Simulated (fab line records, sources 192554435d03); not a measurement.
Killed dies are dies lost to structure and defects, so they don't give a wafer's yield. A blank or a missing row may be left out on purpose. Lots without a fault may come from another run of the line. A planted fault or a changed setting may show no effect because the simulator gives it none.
Chamber matching | flow n5_finfet | N5_FIN_SAQP_PECVD_47 on pecvd-02: 3 sister chambers
The step deposits a-Si from SiH4/He, target thk 45 nm, time 36.3 s. 6 wafers are shown with their chamber, then 7 later ones without.

WAFERS WITH THEIR CHAMBER
wafer  | chamber | throttle_valve_pct (%) | showerhead_plenum_p_Torr (Torr)
L083.1 | 2       | 17.5                   | 5.68
L085.1 | 0       | 19.7                   | 5.66
L085.2 | 2       | 17.7                   | 5.69
L085.6 | 1       | 18.4                   | 5.71
L089.1 | 1       | 18.3                   | 5.71
L089.2 | 0       | 19.8                   | 5.66

WAFERS WITHOUT THEIR CHAMBER
wafer  | throttle_valve_pct (%) | showerhead_plenum_p_Torr (Torr)
L089.5 | 18.4                   | 5.72
L091.1 | 17.6                   | 5.67
L091.2 | 18.3                   | 5.71
L091.6 | 19.9                   | 5.67
L093.1 | 19.4                   | 5.67
L093.2 | 17.4                   | 5.67
L093.3 | 18.4                   | 5.71

WHICH CHAMBER EACH WENT THROUGH
wafer  | from the rows above | in truth
L089.5 | 1                   | 1
L091.1 | 2                   | 2
L091.2 | 1                   | 1
L091.6 | 0                   | 0
L093.1 | 0                   | 0
L093.2 | 2                   | 2
L093.3 | 1                   | 1
Placed correctly: 7 of 7. Can't be placed from these rows: 0. Placed wrongly: 0.
How it was worked out, from the rows above alone: a wafer's distance from a chamber is the root of the sum, over the readings, of the square of ((its reading less the chamber's mean) divided by the reading's scatter). The wafer belongs to the nearest chamber; if the next one is less than 2 further off, it can't be placed. A chamber's mean is the mean of its shown wafers. The scatter: the root of (the sum of the squares of (reading less its chamber's mean) over the shown wafers, divided by (wafers less chambers)).
